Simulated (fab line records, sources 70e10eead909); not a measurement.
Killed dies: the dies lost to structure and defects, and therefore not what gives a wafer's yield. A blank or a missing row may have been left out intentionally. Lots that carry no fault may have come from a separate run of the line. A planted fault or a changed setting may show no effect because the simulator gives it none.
The tool behind it: which one? | flow nand_harc | 14 lots with 42 wafers sampled at 4 steps, on a route of 1302 steps

## WHAT THE GAUGES SHOWED, per wafer
NHARC_P_STI_CD_MEAS_16.
lot  | measured     | on        | cd_nm (nm)
L927 | day 2 20:34  | cd_sem-01 | 198.4 199.9 195.1
L928 | day 3 09:11  | cd_sem-02 | 197.9 196.3 194.2
L929 | day 3 17:04  | cd_sem-03 | 196.2 196.8 199.0
L932 | day 4 23:19  | cd_sem-03 | 199.3 200.3 198.9
L933 | day 5 08:25  | cd_sem-02 | 199.5 199.4 197.8
L934 | day 5 18:13  | cd_sem-03 | 195.1 199.7 198.9
L935 | day 6 04:22  | cd_sem-03 | 198.6 202.1 196.2
L936 | day 6 14:55  | cd_sem-02 | 200.4 202.1 200.1
L937 | day 7 02:04  | cd_sem-01 | 198.6 201.5 202.1
L939 | day 7 22:18  | cd_sem-01 | 202.9 198.9 198.0
L944 | day 9 21:16  | cd_sem-02 | 201.7 201.3 197.8
L945 | day 10 07:34 | cd_sem-02 | 198.5 200.8 203.2
L949 | day 12 00:08 | cd_sem-03 | 204.1 203.2 204.2
L950 | day 12 09:49 | cd_sem-02 | 202.4 196.3 198.9

NHARC_P_GATE_CD_MEAS_26: the cd target is 120 nm.
lot  | measured     | on        | cd_nm (nm)
L927 | day 5 00:43  | cd_sem-02 | 120.4 120.3 119.8
L928 | day 5 13:38  | cd_sem-02 | 120.0 120.1 120.8
L929 | day 5 21:54  | cd_sem-03 | 118.8 119.8 120.1
L932 | day 6 23:18  | cd_sem-01 | 119.4 120.6 119.5
L933 | day 7 16:31  | cd_sem-03 | 120.3 120.0 120.5
L934 | day 7 22:21  | cd_sem-02 | 119.2 120.0 120.1
L935 | day 8 11:22  | cd_sem-01 | 120.4 119.9 119.7
L936 | day 8 21:08  | cd_sem-01 | 120.3 118.9 119.7
L937 | day 9 07:51  | cd_sem-02 | 119.9 119.1 119.6
L939 | day 10 02:29 | cd_sem-02 | 138.2 138.3 139.2
L944 | day 12 07:13 | cd_sem-01 | 138.2 137.5 138.5
L945 | day 12 07:50 | cd_sem-01 | 119.2 120.3 119.5
L949 | day 14 04:11 | cd_sem-03 | 119.3 118.6 119.7
L950 | day 14 16:40 | cd_sem-03 | 119.3 120.0 120.6

## TOOL THAT RAN EACH LOT (tool first, then ch and the chambers of the sampled wafers, then the start)
lot  | NHARC_P_GATE_DESCUM_13             | NHARC_P_GATE_EXPOSE_23
L927 | rie_diel-09 ch 1,2,3, day 4 10:31  | arfi_scanner-01 ch 0, day 5 00:34
L928 | rie_diel-09 ch 2,3, day 4 21:56    | arfi_scanner-03 ch 0, day 5 13:29
L929 | rie_diel-01 ch 2,3, day 5 05:49    | arfi_scanner-02 ch 0, day 5 21:46
L932 | rie_diel-01 ch 2,3, day 6 09:39    | arfi_scanner-01 ch 0, day 6 23:10
L933 | rie_diel-01 ch 0,2, day 6 21:50    | arfi_scanner-01 ch 0, day 7 16:23
L934 | rie_diel-01 ch 0,2,3, day 7 06:40  | arfi_scanner-03 ch 0, day 7 22:13
L935 | rie_diel-10 ch 0,2,3, day 7 21:13  | arfi_scanner-01 ch 0, day 8 11:14
L936 | rie_diel-10 ch 0,1,2, day 8 04:48  | arfi_scanner-01 ch 0, day 8 21:01
L937 | rie_diel-10 ch 0,2, day 8 12:58    | arfi_scanner-01 ch 0, day 9 07:43
L939 | rie_diel-09 ch 0,1,3, day 9 12:19  | arfi_scanner-01 ch 0, day 10 02:22
L944 | rie_diel-09 ch 0,1,3, day 11 08:39 | arfi_scanner-01 ch 0, day 12 07:04
L945 | rie_diel-10 ch 1,3, day 11 17:48   | arfi_scanner-03 ch 0, day 12 07:41
L949 | rie_diel-01 ch 0,1,2, day 13 13:53 | arfi_scanner-03 ch 0, day 14 04:03
L950 | rie_diel-01 ch 2,3, day 13 22:07   | arfi_scanner-02 ch 0, day 14 16:32
- NHARC_P_GATE_DESCUM_13: chemistry O2, time 3 s.
- NHARC_P_GATE_EXPOSE_23: exposes mask P GATE, target cd 120 nm.

## AS READ BY THE TOOLS THEMSELVES (means over the sampled wafers that have a number; for cases with no such wafer, the mark the record gives instead)
NHARC_P_GATE_DESCUM_13.
lot  | tool        | chamber_pressure_mTorr (mTorr) | drypump_motor_current_A (A) | oes_product_au (a.u.) | rf_vpp_V (V) | showerhead_plenum_p_Torr (Torr) | throttle_valve_pct (%)
L927 | rie_diel-09 | 59.97                          | 6.0                         | 1.003                 | 57.8         | 1.88                            | 11.312
L928 | rie_diel-09 | 59.96                          | 6.1                         | 1.003                 | 57.3         | 1.85                            | 11.314
L929 | rie_diel-01 | 59.99                          | 6.1                         | 1.001                 | 58.4         | 2.00                            | 11.307
L932 | rie_diel-01 | 60.02                          | 6.2                         | 0.996                 | 57.8         | 1.98                            | 11.300
L933 | rie_diel-01 | 60.03                          | 5.7                         | 0.991                 | 58.2         | 1.96                            | 11.308
L934 | rie_diel-01 | 60.04                          | 5.8                         | 1.005                 | 57.5         | 1.95                            | 11.298
L935 | rie_diel-10 | 60.08                          | 5.7                         | 1.012                 | 58.2         | 1.91                            | 11.308
L936 | rie_diel-10 | 60.00                          | 5.6                         | 1.009                 | 58.7         | 1.98                            | 11.317
L937 | rie_diel-10 | 60.02                          | 5.6                         | 1.000                 | 58.7         | 1.94                            | 11.302
L939 | rie_diel-09 | 60.02                          | 5.7                         | 0.998                 | 57.9         | 1.96                            | 11.308
L944 | rie_diel-09 | 59.99                          | 5.7                         | 0.987                 | 58.2         | 1.96                            | 11.305
L945 | rie_diel-10 | 60.04                          | 5.6                         | 1.005                 | 56.6         | 1.88                            | 11.314
L949 | rie_diel-01 | 59.93                          | 5.5                         | 1.002                 | 57.5         | 1.91                            | 11.310
L950 | rie_diel-01 | 59.98                          | 6.1                         | 0.995                 | 58.3         | 2.00                            | 11.311

NHARC_P_GATE_EXPOSE_23.
lot  | tool            | exposure_dose_mJ_cm2
L927 | arfi_scanner-01 | 93.98
L928 | arfi_scanner-03 | 93.90
L929 | arfi_scanner-02 | 93.94
L932 | arfi_scanner-01 | 93.89
L933 | arfi_scanner-01 | 93.87
L934 | arfi_scanner-03 | 93.90
L935 | arfi_scanner-01 | 94.00
L936 | arfi_scanner-01 | 93.87
L937 | arfi_scanner-01 | 93.95
L939 | arfi_scanner-01 | 69.26
L944 | arfi_scanner-01 | 69.07
L945 | arfi_scanner-03 | 93.79
L949 | arfi_scanner-03 | 93.96
L950 | arfi_scanner-02 | 93.97

## THE ANSWER, worked out from the rows above alone
Rule: usual is defined by the lots themselves. The widest of any qualifying gaps counts: lots, ordered by their means at a reading, are off when they make up no more than a third of the lots, leave a main group of 4 or more, and stand apart from it by 3 or more times the standard deviation of that group's means. If all means in a main group match to the digits the tables above print for the reading, that group is not used. Also off: a lot with no number at a reading for which 4 or more lots have one. All remaining lots with rows at the step are treated as sound. The gauges are gone through in route order, then the tools' own readings, and for those a lot's mean is taken as printed above. The first step at which some lot is off is used, and at that step the reading that is off furthest; a lot without a number counts as furthest.
Off: L939, L944, at NHARC_P_GATE_CD_MEAS_26 (cd_nm). The main group: mean 119.8 nm, standard deviation 0.32.
If a tool, at a process step before that reading, ran all the lots that are off and no sound lot after the first of them, it fits. Not tried: the gauges at NHARC_P_GATE_CD_MEAS_26; whatever is off there is also off at NHARC_P_GATE_EXPOSE_23, on other tools, and gauge error can't account for it. 2 tools fit, rie_diel-09 at NHARC_P_GATE_DESCUM_13 and arfi_scanner-01 at NHARC_P_GATE_EXPOSE_23, so this cannot tell which one it is.

## WHAT HAD BEEN PUT IN BY THE SIMULATOR
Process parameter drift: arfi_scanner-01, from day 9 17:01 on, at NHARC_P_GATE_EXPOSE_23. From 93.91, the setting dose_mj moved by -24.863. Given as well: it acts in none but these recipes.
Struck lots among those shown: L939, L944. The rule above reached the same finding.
